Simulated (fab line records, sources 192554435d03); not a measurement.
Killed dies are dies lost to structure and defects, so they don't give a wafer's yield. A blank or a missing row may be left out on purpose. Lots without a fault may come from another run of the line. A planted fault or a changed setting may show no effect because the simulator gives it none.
Split-lot experiment | flow n5_finfet | 7 lots, 39 wafers read, on a route of 1938 steps

THE SPLIT
At N5_DUMMY_GATE_EXPOSE_12 (exposes mask GATE, target cd 25 nm), the setting dose_mj was moved away from the recipe's 34 on 15 of the 39 wafers read, by -6.3% to +3.8%. The other wafers ran this setting at the recipe's value.

FROM THE SPLIT TO THE READING: what the file shows between them, 2 steps
- N5_DUMMY_GATE_PEB_13: peb time 60 s
- N5_DUMMY_GATE_DEVELOP_14: develop time 30 s

THE READING
cd_nm, in nm, at N5_DUMMY_GATE_CD_MEAS_15 (target cd 25.8 nm). Fault-free wafers of this fab line usually give 25.03 nm, standard deviation 0.25 nm.

wafer  | tool, chamber at the split | dose_mj as run | against the recipe | cd_nm, nm | against lot-mates on the recipe
L074.1 | euv_scanner-02, 0          | 34             | recipe             | 25.23     | -
L074.5 | euv_scanner-02, 0          | 34             | recipe             | 25.38     | -
L074.6 | euv_scanner-02, 0          | 34             | recipe             | 24.92     | -
L077.1 | euv_scanner-01, 0          | 34             | recipe             | 24.74     | -
L077.2 | euv_scanner-01, 0          | 34             | recipe             | 24.91     | -
L077.3 | euv_scanner-01, 0          | 35.28          | +3.8%              | 24.16     | -0.68
L077.4 | euv_scanner-01, 0          | 34             | recipe             | 24.87     | -
L077.5 | euv_scanner-01, 0          | 35.28          | +3.8%              | 24.52     | -0.32
L077.6 | euv_scanner-01, 0          | 35.28          | +3.8%              | 24.36     | -0.48
L078.1 | euv_scanner-01, 0          | 34             | recipe             | 24.97     | -
L078.2 | euv_scanner-01, 0          | 35.18          | +3.5%              | 24.65     | -0.59
L078.3 | euv_scanner-01, 0          | 35.18          | +3.5%              | 24.49     | -0.75
L078.4 | euv_scanner-01, 0          | 35.18          | +3.5%              | 24.39     | -0.85
L078.5 | euv_scanner-01, 0          | 34             | recipe             | 25.48     | -
L078.6 | euv_scanner-01, 0          | 34             | recipe             | 25.26     | -
L082.1 | euv_scanner-02, 0          | 31.85          | -6.3%              | 26.43     | +1.32
L082.2 | euv_scanner-02, 0          | 31.85          | -6.3%              | 26.26     | +1.15
L082.3 | euv_scanner-02, 0          | 34             | recipe             | 24.91     | -
L082.4 | euv_scanner-02, 0          | 31.85          | -6.3%              | 25.78     | +0.67
L082.5 | euv_scanner-02, 0          | 34             | recipe             | 25.27     | -
L082.6 | euv_scanner-02, 0          | 34             | recipe             | 25.14     | -
L084.1 | euv_scanner-01, 0          | 34             | recipe             | 25.71     | -
L084.2 | euv_scanner-01, 0          | 34             | recipe             | 25.40     | -
L084.3 | euv_scanner-01, 0          | 34             | recipe             | 25.30     | -
L084.4 | euv_scanner-01, 0          | 34             | recipe             | 25.33     | -
L084.5 | euv_scanner-01, 0          | 34             | recipe             | 25.68     | -
L084.6 | euv_scanner-01, 0          | 34             | recipe             | 25.24     | -
L088.1 | euv_scanner-01, 0          | 34             | recipe             | 24.87     | -
L088.2 | euv_scanner-01, 0          | 34             | recipe             | 25.03     | -
L088.3 | euv_scanner-01, 0          | 33.32          | -2.0%              | 25.09     | +0.10
L088.4 | euv_scanner-01, 0          | 33.32          | -2.0%              | 25.44     | +0.45
L088.5 | euv_scanner-01, 0          | 33.32          | -2.0%              | 25.13     | +0.14
L088.6 | euv_scanner-01, 0          | 34             | recipe             | 25.08     | -
L093.1 | euv_scanner-01, 0          | 32.24          | -5.2%              | 25.68     | +0.73
L093.2 | euv_scanner-01, 0          | 34             | recipe             | 25.14     | -
L093.3 | euv_scanner-01, 0          | 32.24          | -5.2%              | 25.84     | +0.89
L093.4 | euv_scanner-01, 0          | 32.24          | -5.2%              | 26.28     | +1.33
L093.5 | euv_scanner-01, 0          | 34             | recipe             | 24.97     | -
L093.6 | euv_scanner-01, 0          | 34             | recipe             | 24.75     | -

THE FIT
A straight line over all 39 wafers: cd_nm changes by -0.166 nm for each +1% of dose_mj; r = -0.87; the points scatter about the line by 0.26 nm.
The same after taking each lot's own level away (the mean of its wafers on the recipe; 39 wafers): -0.171 nm for each +1%; r = -0.92; scatter 0.2 nm.
On that fit, the largest move of dose_mj shifts the reading by 1.1 nm.
The lots' own levels span 24.840 to 25.443 nm, that is 2.4 times the standard deviation above.
So the lot-to-lot level changes the slope little: the two slopes agree.
Check: with one of the wafers moved furthest among these (-6.3%) left out of the fit, the line predicts +1.03 nm for it against its lot-mates. It came out at +1.32 nm against them.

OTHER SPLITS ON THESE WAFERS
These wafers also went through other splits before the reading. Each is held against what the fit with the lots' levels taken away leaves over:
other split on the same wafers    | wafers away from the commonest value | r with cd_nm (lot level and that fit taken away)
N5_WELL_APT_IMPLANT_14 energy_kev | 18                                   | +0.07

THE FILE'S OWN FIT
cd_nm changes by -0.171 nm for each +1% of dose_mj, r = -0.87.
